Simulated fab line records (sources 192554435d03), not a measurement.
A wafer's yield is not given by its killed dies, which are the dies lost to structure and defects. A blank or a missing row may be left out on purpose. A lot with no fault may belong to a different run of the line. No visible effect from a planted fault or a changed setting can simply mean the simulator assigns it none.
Matching of chambers || flow n5Finfet || N5_BEOL_M1_ALD_98 on aldSin-02 has 4 sister chambers
The step deposits SiO2, target thk 2.5 nm, pulse time 1 s, co reactant pulse time 1 s. 4 wafers are shown with their chamber, then 8 later ones without.

== WAFERS WITH THEIR CHAMBER ==
{"wafer": "L090.2", "chamber": 0, "heaterPowerW (W)": 65}
{"wafer": "L090.4", "chamber": 3, "heaterPowerW (W)": 77}
{"wafer": "L094.5", "chamber": 1, "heaterPowerW (W)": 77}
{"wafer": "L096.1", "chamber": 2, "heaterPowerW (W)": 77}

== WAFERS MISSING THEIR CHAMBER ==
{"wafer": "L096.2", "heaterPowerW (W)": 66}
{"wafer": "L096.3", "heaterPowerW (W)": 79}
{"wafer": "L096.4", "heaterPowerW (W)": 65}
{"wafer": "L096.5", "heaterPowerW (W)": 81}
{"wafer": "L096.6", "heaterPowerW (W)": 79}
{"wafer": "L097.3", "heaterPowerW (W)": 66}
{"wafer": "L097.5", "heaterPowerW (W)": 76}
{"wafer": "L097.6", "heaterPowerW (W)": 77}

== WHICH CHAMBER EACH WENT THROUGH ==
{"wafer": "L096.2", "from the rows above": 0, "in truth": 0}
{"wafer": "L096.3", "from the rows above": "can't be placed: 1 or 2 or 3", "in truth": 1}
{"wafer": "L096.4", "from the rows above": 0, "in truth": 0}
{"wafer": "L096.5", "from the rows above": "can't be placed: 1 or 2 or 3", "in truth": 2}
{"wafer": "L096.6", "from the rows above": "can't be placed: 1 or 2 or 3", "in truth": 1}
{"wafer": "L097.3", "from the rows above": 0, "in truth": 0}
{"wafer": "L097.5", "from the rows above": "can't be placed: 1 or 2 or 3", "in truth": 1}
{"wafer": "L097.6", "from the rows above": "can't be placed: 1 or 2 or 3", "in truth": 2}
Correct placement for 3 of the 8. These rows do not allow placing 5 (true chamber among the candidates in 5). Wrongly placed: 0.
How it was worked out, from the rows above alone: a wafer's distance from a chamber is the root of the sum, over the readings, of the square of ((its reading less the chamber's mean) divided by the reading's scatter). If the next closest chamber is less than 2 further off than the closest, the wafer can't be placed; otherwise it belongs to the closest. Each chamber's mean is taken over the wafers shown for it. The scatter (one wafer shown for each chamber): square how far every hidden wafer sits from the nearest shown wafer, average those squares and take the square root.
